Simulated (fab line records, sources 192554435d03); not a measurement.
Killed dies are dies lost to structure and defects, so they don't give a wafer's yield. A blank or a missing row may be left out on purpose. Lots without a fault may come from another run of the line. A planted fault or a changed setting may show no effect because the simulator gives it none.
One fault seen from 2 desks | flow n5_finfet | each desk has only its own numbers; what lay behind them comes last

THE METROLOGY DESK
What the gauges read, lot by lot, whatever tool the lot ran on: means of the sampled wafers that have a number. A lot is out of limits, marked OUT, if its mean lies more than 4 standard deviations from the usual mean; the brackets give that distance. Of its 33 readings 7 are shown: the one that was out of limits first, and those that lie furthest out on some lot.
Columns: A = IOFF_P at N5_BEOL_M4_RC_MEAS_101, usual 0.21 nA/um; B = ION_N at N5_BEOL_M4_RC_MEAS_101, usual 676 uA/um; C = ION_P at N5_BEOL_M4_RC_MEAS_101, usual 462 uA/um; D = VT_P at N5_BEOL_M4_RC_MEAS_101, usual -250 mV; E = COMB_M14 at N5_BEOL_M15_RC_MEAS_101, usual 3.9e-12 S/m; F = COMB_M9 at N5_BEOL_M15_RC_MEAS_101, usual 1.5e-11 S/m; G = COMB_M9_max_site at N5_BEOL_M15_RC_MEAS_101, usual 2.1e-11 S/m
lot  | first seen here | A    | B   | C   | D    | E       | F                 | G
L152 | day 8 21:51     | 0.26 | 693 | 471 | -246 | 3.7e-12 | 1.3e-11           | 1.7e-11
L158 | day 10 05:56    | 0.17 | 672 | 452 | -256 | 3.5e-12 | 1.2e-11           | 1.9e-11
L162 | day 11 14:52    | 0.26 | 681 | 477 | -244 | 4.9e-12 | 5.4e-11 (+13) OUT | 7.2e-11 (+9.6) OUT
L164 | day 12 00:33    | 0.20 | 673 | 463 | -250 | 4.3e-12 | 1.3e-10 (+38) OUT | 2.0e-10 (+33) OUT
L170 | day 13 05:24    | 0.19 | 671 | 459 | -251 | 5.2e-12 | 1.5e-11           | 2.0e-11
L172 | day 13 22:10    | 0.22 | 682 | 469 | -248 | 4.3e-12 | 1.8e-11           | 2.2e-11
This desk's finding: out of limits on L162, L164; first on L162, day 15 11:29 (COMB_M9 at N5_BEOL_M15_RC_MEAS_101). In limits: L152, L158, L170, L172.

THE TOOL OWNER'S DESK: ald_metal-01
The tool's own readings at N5_BEOL_M9_ALD_74 (deposits TaN, target thk 2 nm, pulse time 2 s, purge time 3 s): means of the sampled wafers that have a number, for each lot that ran on this tool. A lot is out of limits, marked OUT, if its mean lies more than 4 standard deviations from the usual mean; the brackets give that distance.
Columns: A = heater_power_outer_w at N5_BEOL_M9_ALD_74, usual 229 W; B = heater_power_w at N5_BEOL_M9_ALD_74, usual 421 W; C = mfc_carrier_sccm at N5_BEOL_M9_ALD_74, usual 1500 sccm; D = susceptor_temp_C at N5_BEOL_M9_ALD_74, usual 275.00 C
lot  | first seen here | A   | B   | C    | D
L152 | day 10 19:56    | 232 | 415 | 1495 | 275.08
L158 | day 12 04:32    | 242 | 434 | 1502 | 275.11
L162 | day 13 15:11    | 243 | 434 | 1503 | 275.10
L164 | day 13 21:44    | 260 | 438 | 1500 | 275.25
This desk's finding: nothing out of limits on any of the 4 lots.

PUT TOGETHER
The metrology desk could have raised an alarm at day 15 11:29, on L162, L164.
The tool owner's desk saw nothing out of limits.
The tool owner's desk has L162, L164 on record, within its limits.
Of the lots named, all ran N5_BEOL_M9_ALD_74 on ald_metal-01.

WHAT THE SIMULATOR HAD PUT IN
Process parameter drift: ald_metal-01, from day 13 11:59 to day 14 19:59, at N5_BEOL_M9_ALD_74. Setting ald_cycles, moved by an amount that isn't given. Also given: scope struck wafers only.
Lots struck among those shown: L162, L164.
Hours from the fault's start to each desk's first reading out of limits: the metrology desk, 48.
